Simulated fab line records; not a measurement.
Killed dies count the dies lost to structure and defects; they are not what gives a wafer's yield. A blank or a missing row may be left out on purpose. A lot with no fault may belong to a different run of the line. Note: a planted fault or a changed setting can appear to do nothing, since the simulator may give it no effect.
What tool caused it? + flow n5-finfet + at 1 step of a route of 1938, 10 lots with 30 wafers sampled

WHAT EACH GAUGE READ, for each wafer
N5_BEOL_M13_THK_MEAS_01.
| lot  | measured     | on            | M13_ILD_THK (nm) |
|------|--------------|---------------|------------------|
| L222 | day 10 14:54 | film-metro-02 | 831 828 842      |
| L224 | day 11 04:46 | film-metro-02 | 833 836 855      |
| L227 | day 12 13:04 | film-metro-02 | 818 826 831      |
| L230 | day 13 05:25 | film-metro-01 | 840 854 846      |
| L235 | day 13 05:51 | film-metro-02 | 834 834 836      |
| L241 | day 15 17:57 | film-metro-01 | 841 845 859      |
| L243 | day 16 00:45 | film-metro-01 | 846 841 850      |
| L242 | day 16 04:05 | film-metro-02 | 817 827 835      |
| L245 | day 16 11:56 | film-metro-02 | 827 832 839      |
| L244 | day 17 05:43 | film-metro-01 | 838 853 856      |

TOOL THAT RAN EACH LOT (tool first, then ch and the chambers of the sampled wafers, then the start)
Before these readings, the record contains no process step.

THE ANSWER, worked out from the rows above alone
Rule: usual is defined by the lots themselves. Put in order of their means at a reading, lots are off if they are a third of the lots or fewer, leave a main group of 4 or more, and stand apart from it by a gap of 3 or more times the standard deviation of the main group's means; of several such gaps the widest counts. If all means in a main group match to the digits the tables above print for the reading, that group is not used. Also off: a lot with no number at a reading for which 4 or more lots have one. The other lots that the step has rows for count as sound.
No lot is off at any reading shown: from this, nothing can be told.

WHAT THE SIMULATOR HAD INSERTED
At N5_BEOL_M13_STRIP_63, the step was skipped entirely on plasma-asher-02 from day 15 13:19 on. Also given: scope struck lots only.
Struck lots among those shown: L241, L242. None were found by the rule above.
